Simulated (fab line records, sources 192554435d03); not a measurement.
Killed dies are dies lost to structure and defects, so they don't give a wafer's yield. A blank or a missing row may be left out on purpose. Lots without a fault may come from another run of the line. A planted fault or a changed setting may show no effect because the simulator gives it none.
Chamber matching | flow n5_finfet | N5_BEOL_M1_DESCUM_16 on rie_diel-03: 4 sister chambers
The step chemistry O2, time 7 s. 4 wafers are shown with their chamber, then 11 later ones without.

WAFERS WITH THEIR CHAMBER
wafer  | chamber | showerhead_plenum_p_Torr (Torr)
L080.4 | 2       | 2.06
L084.1 | 3       | 2.00
L084.2 | 1       | 2.05
L091.1 | 0       | 2.18

WAFERS WITHOUT THEIR CHAMBER
wafer  | showerhead_plenum_p_Torr (Torr)
L091.3 | 1.99
L091.6 | 2.05
L092.1 | 2.04
L092.4 | 1.99
L092.6 | 2.05
L094.1 | 2.04
L094.2 | 2.05
L094.5 | 1.99
L097.1 | 2.05
L097.3 | 2.18
L097.5 | 2.05

WHICH CHAMBER EACH WENT THROUGH
wafer  | from the rows above     | in truth
L091.3 | 3                       | 3
L091.6 | can't be placed: 1 or 2 | 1
L092.1 | can't be placed: 1 or 2 | 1
L092.4 | 3                       | 3
L092.6 | can't be placed: 1 or 2 | 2
L094.1 | can't be placed: 1 or 2 | 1
L094.2 | can't be placed: 1 or 2 | 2
L094.5 | 3                       | 3
L097.1 | can't be placed: 1 or 2 | 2
L097.3 | 0                       | 0
L097.5 | can't be placed: 1 or 2 | 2
Placed correctly: 4 of 11. Can't be placed from these rows: 7 (the true chamber is among the candidates in 7). Placed wrongly: 0.
How it was worked out, from the rows above alone: a wafer's distance from a chamber is the root of the sum, over the readings, of the square of ((its reading less the chamber's mean) divided by the reading's scatter). The wafer belongs to the nearest chamber; if the next one is less than 2 further off, it can't be placed. A chamber's mean is the mean of its shown wafers. The scatter: with one shown wafer a chamber, the root of the mean of the squares of how far each hidden wafer lies from its nearest shown one.
